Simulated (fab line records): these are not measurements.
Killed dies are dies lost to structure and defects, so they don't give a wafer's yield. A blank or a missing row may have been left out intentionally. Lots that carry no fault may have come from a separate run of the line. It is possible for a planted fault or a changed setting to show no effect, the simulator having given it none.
fab line records ; flow n5_finfet
record: lots: 7; wafers: 21
route steps=1938 shown BEOL_M13@1710 BEOL_M14@1718 BEOL_M15@1773 PASSIVATION@1921
start_h: hours from the record's opening day to when the first of the lot's shown wafers began ; wait_h: hours from the lot's prior step to this one ; " identical to the entry in the row above ; L1.1+2: a row that stands for several wafers ; - value missing, or start not given ; * or withheld: withheld ; < > ~ a bound
route shown NAME@n: a module of which the file shows steps, and the number in the route of the first ; usual: mean/standard deviation of fault-free wafers ; same: alike in all rows ; chamber/n: place in a boat ; sites: the reading at each site ; _std_site: standard deviation of those values ; _edge_site: inner sites' mean taken away from outer sites' mean ; radius_mm: how far each site lies from the wafer's centre ; mask NAME#n: copy n ; behind: the most recent tool/chamber to have shaped the wafer ; hold: what put the lot on hold/how long, in hours/how the hold closed ; device: whichever transistor did not switch (one of n, p or np) ; end of line: tests of these same wafers at the route's end ; where a step has no rows: the recipe by itself ; killed: count of dies lost to structure and defects at first sort (not the wafer's yield) ; map: dies across one wafer; x = killed, . = not, _ = none there
set.NAME: the run value of the setting; set.NAME@STEP: its run value at that earlier step ; model.NAME: the simulator's own value behind a step, which no gauge read
lots whose settings were changed on purpose; a table a step, a row a wafer
== steps ==
step: N5_BEOL_M13_CMP_49
recipe: stop_on: SiOC; t_overpolish_s: 17.1; down_force_psi: 1; platen_rpm: 50; clearing_platen_down_force_psi: 1.5; clearing_platen_rpm: 50; post_cmp_clean: cu_alkaline; target_thk_nm: 420; clearing_platen_pad_velocity_m_s: 0.99484; pad_velocity_m_s: 0.99484
usual: barrier_field_endpoint_s: 30.2/0.87
lot.wafer;tool;chamber;start_h;wait_h;set.down_force_psi;barrier_field_endpoint_s
L076.4;cmp-02;1;252.18;0.2;1;30.3
L076.3;cmp-02;2;252.18;0.2;1.148;25.8
L076.2;cmp-02;0;252.18;0.2;1.148;25.8
L074.1;cmp-02;1;252.98;0.5;0.8982;34.1
L074.3;cmp-02;2;252.98;0.5;1;29.2
L074.6;cmp-02;2;252.98;0.5;0.8982;32.4
L078.4;cmp-01;3;268.89;0.2;0.81;36.6
L078.5;cmp-01;3;268.89;0.2;1;30.1
L078.6;cmp-01;0;268.89;0.2;1;29.7
L082.4;cmp-01;2;304.76;0.2;1;30.4
L082.2;cmp-01;0;304.76;0.2;0.9087;33.6
L082.6;cmp-01;2;304.76;0.2;1;29.8
L085.3;cmp-04;3;305.54;0.3;0.7786;40.1
L085.4;cmp-04;0;305.54;0.3;0.7786;40.6
L085.5;cmp-04;1;305.54;0.3;0.7786;40.4
L084.4;cmp-04;0;307.49;0.1;1;31.9
L084.2;cmp-04;1;307.49;0.1;1;31.5
L084.6;cmp-04;1;307.49;0.1;1;31.8
L093.4;cmp-02;1;353.78;0.2;1.21;25.4
L093.1;cmp-02;2;353.78;0.2;1.21;24.4
L093.6;cmp-02;3;353.78;0.2;1;30.7
step: N5_BEOL_M14_COAT_58
recipe: resist: BARC; temp_c: 205; time_s: 60; spin_rpm: 1500; resist_thk_nm: 89
lot.wafer;tool;chamber;start_h;wait_h;set.spin_rpm;model.BARC_of_BEOL_M14_COAT_58.thk_nm
L076.2+3+4;litho_track-01;0;252.97;0.0;1500;89
L074.1;litho_track-03;0;253.72;0.0;1653;85.2
L074.3;litho_track-03;0;253.72;0.0;1500;89.2
L074.6;litho_track-03;0;253.72;0.0;1500;89.6
L078.4;litho_track-03;0;269.60;0.0;1639;85.4
L078.5;litho_track-03;0;269.60;0.0;1639;85.6
L078.6;litho_track-03;0;269.60;0.0;1500;89.2
L082.2;litho_track-01;0;305.44;0.0;1388;92.2
L082.4;litho_track-01;0;305.44;0.0;1500;88.6
L082.6;litho_track-01;0;305.44;0.0;1388;92
L085.3+4;litho_track-01;0;306.19;0.0;1500;89.2
L085.5;litho_track-01;0;306.19;0.0;1500;89
L084.2;litho_track-02;0;308.23;0.0;1500;88.8
L084.4;litho_track-02;0;308.23;0.0;1500;89.2
L084.6;litho_track-02;0;308.23;0.0;1500;89
L093.1;litho_track-02;0;354.41;0.0;1500;89.4
L093.4;litho_track-02;0;354.41;0.0;1500;89.2
L093.6;litho_track-02;0;354.41;0.0;1385;93
step: N5_BEOL_M14_COAT_04
recipe: spin_rpm: 1704; resist_thk_nm: 800
step: N5_BEOL_M14_EBR_06
recipe: solvent: PGMEA; ebr_width_mm: 1.5
step: N5_BEOL_M14_DESCUM_15
recipe: chemistry: O2; time_s: 7.9; source_power_w: 50; bias_power_w: 20; pressure_mtorr: 20; rf_frequency_hz: 2.712e+07; temp_c: 40; o2_flow_sccm: 225
step: N5_BEOL_M14_ETCH_59
recipe: chemistry: N2/H2; target: BARC; target_depth_a: 890; overetch_a: 267; time_s: 67.9; ion_energy_ev: 200; pressure_mtorr: 30; source_w: 840; bias_w: 150; n2_flow_sccm: 200; h2_flow_sccm: 200
lot.wafer;tool;chamber;start_h;wait_h;set.spin_rpm@BEOL_M14_COAT_58;model.etch.depth_nm
L076.2+3;rie_diel-02;0,1;253.50;0.0;1500;88.94
L076.4;rie_diel-02;2;253.50;0.0;1500;89
L074.1;rie_diel-02;3;254.24;0.0;1653;85.21
L074.3;rie_diel-02;2;254.24;0.0;1500;89.22
L074.6;rie_diel-02;3;254.24;0.0;1500;89.66
L078.4;rie_diel-04;2;270.00;0.0;1639;85.46
L078.5;rie_diel-04;3;270.00;0.0;1639;85.55
L078.6;rie_diel-04;2;270.00;0.0;1500;89.15
L082.2;rie_diel-02;1;305.84;0.0;1388;92.19
L082.4;rie_diel-02;0;305.84;0.0;1500;88.62
L082.6;rie_diel-02;2;305.84;0.0;1388;92.08
L085.3;rie_diel-02;2;306.91;0.0;1500;89.14
L085.4;rie_diel-02;1;306.91;0.0;1500;89.13
L085.5;rie_diel-02;1;306.91;0.0;1500;89.05
L084.2;rie_diel-05;3;309.05;0.0;1500;88.77
L084.4;rie_diel-05;0;309.05;0.0;1500;89.13
L084.6;rie_diel-05;1;309.05;0.0;1500;88.94
L093.1;rie_diel-02;3;354.81;0.0;1500;89.48
L093.4;rie_diel-02;3;354.81;0.0;1500;89.25
L093.6;rie_diel-02;2;354.81;0.0;1385;93.04
step: N5_BEOL_M14_SPUTTER_43
recipe: material: TaN; target_thk_a: 150; temp_c: 50; bias_v: 168.6; power_w: 15000; chamber_pressure_pa: 0.12; time_s: 24.19
lot.wafer;tool;chamber;start_h;wait_h;set.power_w;model.TaN_of_BEOL_M14_SPUTTER_43.thk_nm
L076.2;pvd_sputter-03;-;259.50;0.0;14220;14
L076.3;pvd_sputter-03;-;259.50;0.0;14220;14.4
L076.4;pvd_sputter-03;-;259.50;0.0;14220;14.2
L074.1;pvd_sputter-02;-;259.58;0.0;15000;15
L074.3;pvd_sputter-02;-;259.58;0.0;16820;16.8
L074.6;pvd_sputter-02;-;259.58;0.0;15000;15.2
L078.4+6;pvd_sputter-01;-;272.97;0.0;15000;15
L078.5;pvd_sputter-01;-;272.97;0.0;15000;15.2
L082.2+6;pvd_sputter-01;-;309.48;0.0;15000;15.2
L082.4;pvd_sputter-01;-;309.48;0.0;15000;15.4
L085.3;pvd_sputter-01;-;313.64;0.0;14320;14.4
L085.4;pvd_sputter-01;-;313.64;0.0;15000;15
L085.5;pvd_sputter-01;-;313.64;0.0;14320;14.2
L084.2+4+6;pvd_sputter-02;-;313.98;0.0;15000;15.2
L093.1;pvd_sputter-01;-;361.99;0.0;15000;15
L093.4+6;pvd_sputter-01;-;361.99;0.0;15000;15.2
step: N5_BEOL_M15_ILD_DEP_00
recipe: material: SiO2; target_thk_a: 16293; temp_c: 400; precursor: TEOS/O2; pressure_torr: 6.5; rf_w: 900; teos_flow_sccm: 161.4; gas: O2; flow_sccm: 2650; time_s: 346.1
lot.wafer;tool;chamber;start_h;wait_h;set.time_s;model.SiO2_of_BEOL_M15_ILD_DEP_00.thk_nm
L076.2;pecvd-02;0;260.75;0.0;378.3;1781
L076.3;pecvd-02;1;260.75;0.0;346.1;1598
L076.4;pecvd-02;0;260.75;0.0;346.1;1641
L074.1;pecvd-02;0;261.10;0.0;346.1;1632
L074.3;pecvd-02;2;261.10;0.0;392.5;1840
L074.6;pecvd-02;1;261.10;0.0;392.5;1839
L078.4;pecvd-02;1;274.80;0.1;346.1;1645
L078.5;pecvd-02;2;274.80;0.1;325.4;1580
L078.6;pecvd-02;0;274.80;0.1;346.1;1684
L082.2;pecvd-04;2;310.75;0.0;370.9;1727
L082.4;pecvd-04;0;310.75;0.0;346.1;1620
L082.6;pecvd-04;1;310.75;0.0;370.9;1754
L085.3;pecvd-02;2;315.18;0.0;346.1;1598
L085.4;pecvd-02;2;315.18;0.0;346.1;1647
L085.5;pecvd-02;0;315.18;0.0;366.6;1746
L084.2;pecvd-02;2;315.60;0.0;346.1;1639
L084.4;pecvd-02;1;315.60;0.0;346.1;1621
L084.6;pecvd-02;0;315.60;0.0;346.1;1668
L093.1;pecvd-02;0;363.25;0.0;346.1;1665
L093.4;pecvd-02;2;363.25;0.0;346.1;1655
L093.6;pecvd-02;1;363.25;0.0;346.1;1658
step: N5_BEOL_M15_THK_MEAS_01
recipe: reads: SiO2_of_BEOL_M15_ILD_DEP_00
usual: M15_ILD_THK: 1631/22
lot.wafer;tool;chamber;start_h;wait_h;set.time_s@BEOL_M15_ILD_DEP_00;M15_ILD_THK[nm]
L076.2;film_metro-02;-;261.00;0.1;378.3;1781
L076.3;film_metro-02;-;261.00;0.1;346.1;1597
L076.4;film_metro-02;-;261.00;0.1;346.1;1641
L074.1;film_metro-01;-;261.35;0.1;346.1;1633
L074.3;film_metro-01;-;261.35;0.1;392.5;1840
L074.6;film_metro-01;-;261.35;0.1;392.5;1841
L078.4;film_metro-01;-;274.95;0.0;346.1;1644
L078.5;film_metro-01;-;274.95;0.0;325.4;1581
L078.6;film_metro-01;-;274.95;0.0;346.1;1683
L082.2;film_metro-01;-;311.00;0.1;370.9;1727
L082.4;film_metro-01;-;311.00;0.1;346.1;1619
L082.6;film_metro-01;-;311.00;0.1;370.9;1754
L085.3;film_metro-02;-;315.43;0.1;346.1;1598
L085.4;film_metro-02;-;315.43;0.1;346.1;1646
L085.5;film_metro-02;-;315.43;0.1;366.6;1746
L084.2;film_metro-01;-;315.85;0.1;346.1;1639
L084.4;film_metro-01;-;315.85;0.1;346.1;1621
L084.6;film_metro-01;-;315.85;0.1;346.1;1667
L093.1;film_metro-01;-;363.50;0.1;346.1;1665
L093.4;film_metro-01;-;363.50;0.1;346.1;1654
L093.6;film_metro-01;-;363.50;0.1;346.1;1657
step: N5_BEOL_M15_COAT_58
recipe: resist: BARC; temp_c: 205; time_s: 60; spin_rpm: 1500; resist_thk_nm: 89
step: N5_BEOL_M15_COAT_04
recipe: spin_rpm: 1704; resist_thk_nm: 800
step: N5_BEOL_M15_DESCUM_15
recipe: chemistry: O2; time_s: 7.9; source_power_w: 50; bias_power_w: 20; pressure_mtorr: 20; rf_frequency_hz: 2.712e+07; temp_c: 40; o2_flow_sccm: 225
step: N5_BEOL_M15_ETCH_59
recipe: chemistry: N2/H2; target: BARC; target_depth_a: 890; overetch_a: 267; time_s: 67.9; ion_energy_ev: 200; pressure_mtorr: 30; source_w: 840; bias_w: 150; n2_flow_sccm: 200; h2_flow_sccm: 200
step: N5_BEOL_M15_VIA_ETCH_16
recipe: chemistry: C4F8/O2/Ar; target: SiO2; he_inner_torr: 15; he_outer_torr: 30; target_depth_a: 17922; time_s: withheld; ion_energy_ev: 800; pressure_mtorr: 20; source_w: 1905; bias_w: 2040; Ar_flow_sccm: 400; C4F8_flow_sccm: 16; O2_flow_sccm: 12; ends: cleared
lot.wafer;tool;chamber;start_h;wait_h;set.time_s@BEOL_M15_ILD_DEP_00;model.etch.depth_nm;model.coat_of_BEOL_M15_COAT_04.thk_nm
L076.2;rie_diel-06;3;261.61;0.0;*;1781;297
L076.3;rie_diel-06;1;261.61;0.0;*;1598;343.6
L076.4;rie_diel-06;2;261.61;0.0;*;1641;329.6
L074.1;rie_diel-03;1;261.96;0.0;*;1632;329.2
L074.3;rie_diel-03;0;261.96;0.0;*;1840;281.4
L074.6;rie_diel-03;2;261.96;0.0;*;1839;283.8
L078.4;rie_diel-03;3;275.42;0.0;*;1645;319.4
L078.5;rie_diel-03;2;275.42;0.0;*;1580;338.6
L078.6;rie_diel-03;3;275.42;0.0;*;1684;308.8
L082.2;rie_diel-06;2;311.48;0.0;*;1727;307
L082.4;rie_diel-06;3;311.48;0.0;*;1620;335
L082.6;rie_diel-06;2;311.48;0.0;*;1754;300.4
L085.3;rie_diel-06;2;315.91;0.0;*;1598;333
L085.4;rie_diel-06;3;315.91;0.0;*;1647;324.8
L085.5;rie_diel-06;0;315.91;0.0;*;1746;301.4
L084.2;rie_diel-01;1;316.46;0.0;*;1639;341.6
L084.4;rie_diel-01;0;316.46;0.0;*;1621;337.4
L084.6;rie_diel-01;2;316.46;0.0;*;1668;327.4
L093.1;rie_diel-01;3;364.15;0.0;*;1665;324.6
L093.4;rie_diel-01;3;364.15;0.0;*;1655;326.8
L093.6;rie_diel-01;0;364.15;0.0;*;1658;327.2
step: N5_BEOL_M15_PEB_26
recipe: peb_temp_c: 130; peb_time_s: 90
lot.wafer;tool;chamber;start_h;wait_h;set.peb_temp_c
L076.2+3;litho_track-02;0;262.78;0.0;131.8
L076.4;litho_track-02;0;262.78;0.0;130
L074.1+3;litho_track-02;0;263.25;0.1;130
L074.6;litho_track-02;0;263.25;0.1;127.6
L078.4+5+6;litho_track-02;0;276.82;0.0;130
L082.2+4+6;litho_track-04;0;312.77;0.0;130
L085.3;litho_track-04;0;317.21;0.0;130
L085.4+5;litho_track-04;0;317.21;0.0;126.9
L084.2+4+6;litho_track-02;0;317.76;0.0;130
L093.1;litho_track-05;0;365.32;0.1;130
L093.4+6;litho_track-05;0;365.32;0.1;131.3
step: N5_BEOL_M15_DEVELOP_27
recipe: develop_time_s: 45; rinse_liquid: diw; dry: air_spin; dev_temp_c: 21
lot.wafer;tool;chamber;start_h;wait_h;set.develop_time_s
L076.2+4;litho_track-02;0;-;-;35.62
L076.3;litho_track-02;0;-;-;45
L074.1+3;litho_track-02;0;-;-;45
L074.6;litho_track-02;0;-;-;36.67
L078.4+5+6;litho_track-02;0;-;-;45
L082.2+4;litho_track-04;0;-;-;54.53
L082.6;litho_track-04;0;-;-;45
L085.3;litho_track-04;0;-;-;45
L085.4+5;litho_track-04;0;-;-;54.13
L084.2+4+6;litho_track-02;0;-;-;45
L093.1+4+6;litho_track-05;0;-;-;45
step: N5_BEOL_M15_HARDBAKE_32
recipe: temp_c: 130; time_s: 120
step: N5_BEOL_M15_CD_MEAS_28
recipe: target_cd_nm: 407.6; landing_energy_ev: 500; detector: se_inlens
usual: cd_nm: 408.6/1.6
lot.wafer;tool;chamber;start_h;wait_h;set.peb_temp_c@BEOL_M15_PEB_26;cd_nm
L076.2;cd_sem-03;0;262.89;-;131.8;413.5
L076.3;cd_sem-03;0;262.89;-;131.8;415.9
L076.4;cd_sem-03;0;262.89;-;130;407.4
L074.1;cd_sem-01;0;263.37;-;130;409.9
L074.3;cd_sem-01;0;263.37;-;130;410.9
L074.6;cd_sem-01;0;263.37;-;127.6;397.2
L078.4;cd_sem-03;0;276.94;-;130;406.5
L078.5;cd_sem-03;0;276.94;-;130;408.4
L078.6;cd_sem-03;0;276.94;-;130;408.0
L082.2;cd_sem-01;0;312.89;-;130;411.2
L082.4;cd_sem-01;0;312.89;-;130;410.2
L082.6;cd_sem-01;0;312.89;-;130;410.9
L085.3;cd_sem-02;0;317.32;-;130;410.2
L085.4;cd_sem-02;0;317.32;-;126.9;393.7
L085.5;cd_sem-02;0;317.32;-;126.9;394.9
L084.2;cd_sem-03;0;317.87;-;130;407.1
L084.4;cd_sem-03;0;317.87;-;130;407.4
L084.6;cd_sem-03;0;317.87;-;130;405.8
L093.1;cd_sem-03;0;365.43;-;130;409.2
L093.4;cd_sem-03;0;365.43;-;131.3;414.1
L093.6;cd_sem-03;0;365.43;-;131.3;413.0
step: N5_BEOL_M15_DESCUM_33
recipe: chemistry: O2; time_s: 7.9; source_power_w: 50; bias_power_w: 20; pressure_mtorr: 20; rf_frequency_hz: 2.712e+07; temp_c: 40; o2_flow_sccm: 225
lot.wafer;tool;chamber;start_h;wait_h;set.peb_temp_c@BEOL_M15_PEB_26;model.BEOL_M15.cd_nm
L076.2;rie_diel-03;1;262.98;0.0;131.8;413.8
L076.3;rie_diel-03;0;262.98;0.0;131.8;415.8
L076.4;rie_diel-03;2;262.98;0.0;130;407.6
L074.1;rie_diel-03;1;263.46;0.0;130;410
L074.3;rie_diel-03;3;263.46;0.0;130;411
L074.6;rie_diel-03;0;263.46;0.0;127.6;397.8
L078.4;rie_diel-03;3;277.02;0.0;130;406.8
L078.5;rie_diel-03;3;277.02;0.0;130;408.6
L078.6;rie_diel-03;2;277.02;0.0;130;408.2
L082.2;rie_diel-06;3;313.20;0.3;130;411.4
L082.4;rie_diel-06;3;313.20;0.3;130;410.2
L082.6;rie_diel-06;0;313.20;0.3;130;410.6
L085.3;rie_diel-03;2;317.42;0.0;130;410.2
L085.4;rie_diel-03;2;317.42;0.0;126.9;394
L085.5;rie_diel-03;0;317.42;0.0;126.9;395
L084.2;rie_diel-03;1;318.01;0.1;130;407.2
L084.4;rie_diel-03;1;318.01;0.1;130;407.4
L084.6;rie_diel-03;0;318.01;0.1;130;406
L093.1;rie_diel-01;2;366.87;1.4;130;409.2
L093.4;rie_diel-01;0;366.87;1.4;131.3;414.2
L093.6;rie_diel-01;3;366.87;1.4;131.3;413
step: N5_BEOL_M15_ETCH_61
recipe: chemistry: N2/H2; target: BARC; target_depth_a: 890; overetch_a: 267; time_s: 67.9; ion_energy_ev: 200; pressure_mtorr: 30; source_w: 840; bias_w: 150; n2_flow_sccm: 200; h2_flow_sccm: 200
lot.wafer;tool;chamber;start_h;wait_h;set.peb_temp_c@BEOL_M15_PEB_26;model.BEOL_M15.cd_nm
L076.2;rie_diel-03;1;263.02;0.0;131.8;406.2
L076.3;rie_diel-03;0;263.02;0.0;131.8;408.2
L076.4;rie_diel-03;2;263.02;0.0;130;399.2
L074.1;rie_diel-03;1;263.49;0.0;130;402.2
L074.3;rie_diel-03;3;263.49;0.0;130;403.4
L074.6;rie_diel-03;0;263.49;0.0;127.6;390.2
L078.4;rie_diel-03;3;277.06;0.0;130;398
L078.5;rie_diel-03;3;277.06;0.0;130;399.6
L078.6;rie_diel-03;2;277.06;0.0;130;399.8
L082.2;rie_diel-06;3;313.24;0.0;130;403.4
L082.4;rie_diel-06;3;313.24;0.0;130;402.2
L082.6;rie_diel-06;0;313.24;0.0;130;403.6
L085.3;rie_diel-03;2;317.45;0.0;130;401.4
L085.4;rie_diel-03;2;317.45;0.0;126.9;385.4
L085.5;rie_diel-03;0;317.45;0.0;126.9;386.4
L084.2;rie_diel-03;1;318.04;0.0;130;400
L084.4;rie_diel-03;1;318.04;0.0;130;399.6
L084.6;rie_diel-03;0;318.04;0.0;130;398.2
L093.1;rie_diel-01;2;366.91;0.0;130;402
L093.4;rie_diel-01;0;366.91;0.0;131.3;406.6
L093.6;rie_diel-01;3;366.91;0.0;131.3;404.6
step: N5_BEOL_M15_TRENCH_ETCH_34
recipe: chemistry: C4F8/O2/Ar; target: SiO2; target_depth_a: 8729.3; he_inner_torr: 15; he_outer_torr: 30; time_s: 199; ion_energy_ev: 800; pressure_mtorr: 20; source_w: 1905; bias_w: 2040; Ar_flow_sccm: 400; C4F8_flow_sccm: 16; O2_flow_sccm: 12
step: N5_BEOL_M15_STRIP_62
recipe: chemistry: O2; power_w: 600; temp_c: 60; pressure_mtorr: 30; rf_frequency_hz: 6e+07; bias_power_w: 0; overash_fraction: 0.3; o2_flow_sccm: 225
step: N5_BEOL_M15_STRIP_37
recipe: chemistry: O2; power_w: 600; temp_c: 60; pressure_mtorr: 30; rf_frequency_hz: 6e+07; bias_power_w: 0; overash_fraction: 0.3; o2_flow_sccm: 225
step: N5_BEOL_M15_ETCH_38
recipe: chemistry: CF4/N2; target: SiCN; target_depth_a: 1064; taper_deg: 2; time_s: 120.5; ion_energy_ev: 150; mask_material: SiO2; pressure_mtorr: 40; source_w: 430; bias_w: 70; Ar_flow_sccm: 100; cf4_flow_sccm: 60; n2_flow_sccm: 60
lot.wafer;tool;chamber;start_h;wait_h;set.time_s@BEOL_M15_ILD_DEP_00;model.SiO2_of_BEOL_M15_ILD_DEP_00.thk_nm
L076.2;rie_diel-03;0;-;-;378.3;1716
L076.3;rie_diel-03;3;-;-;346.1;1533
L076.4;rie_diel-03;0;-;-;346.1;1575
L074.1;rie_diel-01;0;-;-;346.1;1566
L074.3;rie_diel-01;3;-;-;392.5;1778
L074.6;rie_diel-01;2;-;-;392.5;1773
L078.4;rie_diel-01;1;-;-;346.1;1582
L078.5;rie_diel-01;0;-;-;325.4;1514
L078.6;rie_diel-01;3;-;-;346.1;1623
L082.2;rie_diel-03;2;-;-;370.9;1660
L082.4;rie_diel-03;2;-;-;346.1;1553
L082.6;rie_diel-03;1;-;-;370.9;1692
L085.3;rie_diel-01;0;-;-;346.1;1532
L085.4;rie_diel-01;1;-;-;346.1;1583
L085.5;rie_diel-01;0;-;-;366.6;1679
L084.2;rie_diel-03;3;-;-;346.1;1574
L084.4;rie_diel-03;3;-;-;346.1;1557
L084.6;rie_diel-03;2;-;-;346.1;1602
L093.1;rie_diel-01;2;-;-;346.1;1599
L093.4;rie_diel-01;3;-;-;346.1;1594
L093.6;rie_diel-01;0;-;-;346.1;1592
step: N5_PASSIVATION_EXPOSE_41
recipe: mask_id: PASS_OPEN; na: 0.55; defocus_nm: 0; source_shape: conventional; sigma_outer: 0.8; polarization: unpolarized; target_cd_nm: 40000; dose_mj: 57.25
lot.wafer;tool;chamber;start_h;wait_h;mask;set.dose_mj
L076.2+3+4;krf_scanner-02;0;278.68;-;PASS_OPEN#0;53.88
L074.1+6;krf_scanner-02;0;279.19;-;PASS_OPEN#0;57.25
L074.3;krf_scanner-02;0;279.19;-;PASS_OPEN#0;58.55
L078.4;krf_scanner-01;0;301.73;-;PASS_OPEN#0;57.25
L078.5+6;krf_scanner-01;0;301.73;-;PASS_OPEN#0;58.79
L082.2+4+6;krf_scanner-01;0;327.86;-;PASS_OPEN#0;57.25
L085.3+4+5;krf_scanner-02;0;332.44;-;PASS_OPEN#0;57.25
L084.2+4+6;krf_scanner-02;0;333.69;-;PASS_OPEN#0;57.25
L093.1;krf_scanner-01;0;382.42;-;PASS_OPEN#0;57.25
L093.4+6;krf_scanner-01;0;382.42;-;PASS_OPEN#0;60.5
step: N5_PASSIVATION_PEB_42
recipe: peb_temp_c: withheld; peb_time_s: *
step: N5_PASSIVATION_DEVELOP_43
recipe: develop_time_s: 60; rinse_liquid: diw; dry: air_spin; dev_temp_c: 21
step: N5_PASSIVATION_HARDBAKE_45
recipe: temp_c: 130; time_s: 120
step: N5_PASSIVATION_CD_MEAS_44
recipe: target_cd_nm: 40000; landing_energy_ev: 500; detector: se_inlens
usual: cd_nm: 40000/3.8
lot.wafer;tool;chamber;start_h;wait_h;set.dose_mj@PASSIVATION_EXPOSE_41;cd_nm
L076.2;cd_sem-03;0;278.86;-;53.88;39977
L076.3;cd_sem-03;0;278.86;-;53.88;39972
L076.4;cd_sem-03;0;278.86;-;53.88;39979
L074.1;cd_sem-02;0;279.37;-;57.25;40003
L074.3;cd_sem-02;0;279.37;-;58.55;40004
L074.6;cd_sem-02;0;279.37;-;57.25;40003
L078.4;cd_sem-01;0;301.89;-;57.25;39998
L078.5;cd_sem-01;0;301.89;-;58.79;40003
L078.6;cd_sem-01;0;301.89;-;58.79;40008
L082.2;cd_sem-01;0;328.04;-;57.25;39998
L082.4;cd_sem-01;0;328.04;-;57.25;39996
L082.6;cd_sem-01;0;328.04;-;57.25;39996
L085.3;cd_sem-02;0;332.61;-;57.25;39999
L085.4;cd_sem-02;0;332.61;-;57.25;39999
L085.5;cd_sem-02;0;332.61;-;57.25;39999
L084.2;cd_sem-01;0;333.86;-;57.25;40002
L084.4;cd_sem-01;0;333.86;-;57.25;40004
L084.6;cd_sem-01;0;333.86;-;57.25;40005
L093.1;cd_sem-01;0;382.60;-;57.25;39995
L093.4;cd_sem-01;0;382.60;-;60.5;40019
L093.6;cd_sem-01;0;382.60;-;60.5;40018
== key ==
split: step: N5_BEOL_M13_CMP_49; setting: down_force_psi; stated: 1; by: wafer
response: step: N5_BEOL_M13_CMP_49; reading: barrier_field_endpoint_s; change: -0.321; per: 1%; r: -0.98
split: step: N5_BEOL_M14_COAT_58; setting: spin_rpm; stated: 1500; by: wafer
response: step: N5_BEOL_M14_COAT_58; reading: model.BARC_of_BEOL_M14_COAT_58.thk_nm; change: -0.432; per: 1%; r: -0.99
response: step: N5_BEOL_M14_ETCH_59; reading: model.etch.depth_nm; change: -0.432; per: 1%; r: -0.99
split: step: N5_BEOL_M14_SPUTTER_43; setting: power_w; stated: 15000; by: wafer
response: step: N5_BEOL_M14_SPUTTER_43; reading: model.TaN_of_BEOL_M14_SPUTTER_43.thk_nm; change: +0.142; per: 1%; r: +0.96
split: step: N5_BEOL_M15_ILD_DEP_00; setting: time_s; stated: 346.1; by: wafer
response: step: N5_BEOL_M15_ILD_DEP_00; reading: model.SiO2_of_BEOL_M15_ILD_DEP_00.thk_nm; change: +16.4; per: 1%; r: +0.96
response: step: N5_BEOL_M15_THK_MEAS_01; reading: M15_ILD_THK; change: +16.5; per: 1%; r: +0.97
response: step: N5_BEOL_M15_VIA_ETCH_16; reading: model.etch.depth_nm; change: +16.4; per: 1%; r: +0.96
response: step: N5_BEOL_M15_VIA_ETCH_16; reading: model.coat_of_BEOL_M15_COAT_04.thk_nm; change: -3.93; per: 1%; r: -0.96
response: step: N5_BEOL_M15_ETCH_38; reading: model.SiO2_of_BEOL_M15_ILD_DEP_00.thk_nm; change: +16.6; per: 1%; r: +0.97
split: step: N5_BEOL_M15_PEB_26; setting: peb_temp_c; stated: 130; by: wafer
response: step: N5_BEOL_M15_CD_MEAS_28; reading: cd_nm; change: +6.37; per: 1%; r: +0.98
response: step: N5_BEOL_M15_DESCUM_33; reading: model.BEOL_M15.cd_nm; change: +6.26; per: 1%; r: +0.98
response: step: N5_BEOL_M15_ETCH_61; reading: model.BEOL_M15.cd_nm; change: +6.24; per: 1%; r: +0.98
split: step: N5_BEOL_M15_DEVELOP_27; setting: develop_time_s; stated: 45; by: wafer
response none clear
split: step: N5_PASSIVATION_EXPOSE_41; setting: dose_mj; stated: 57.25; by: wafer
response: step: N5_PASSIVATION_CD_MEAS_44; reading: cd_nm; change: +3.48; per: 1%; r: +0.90
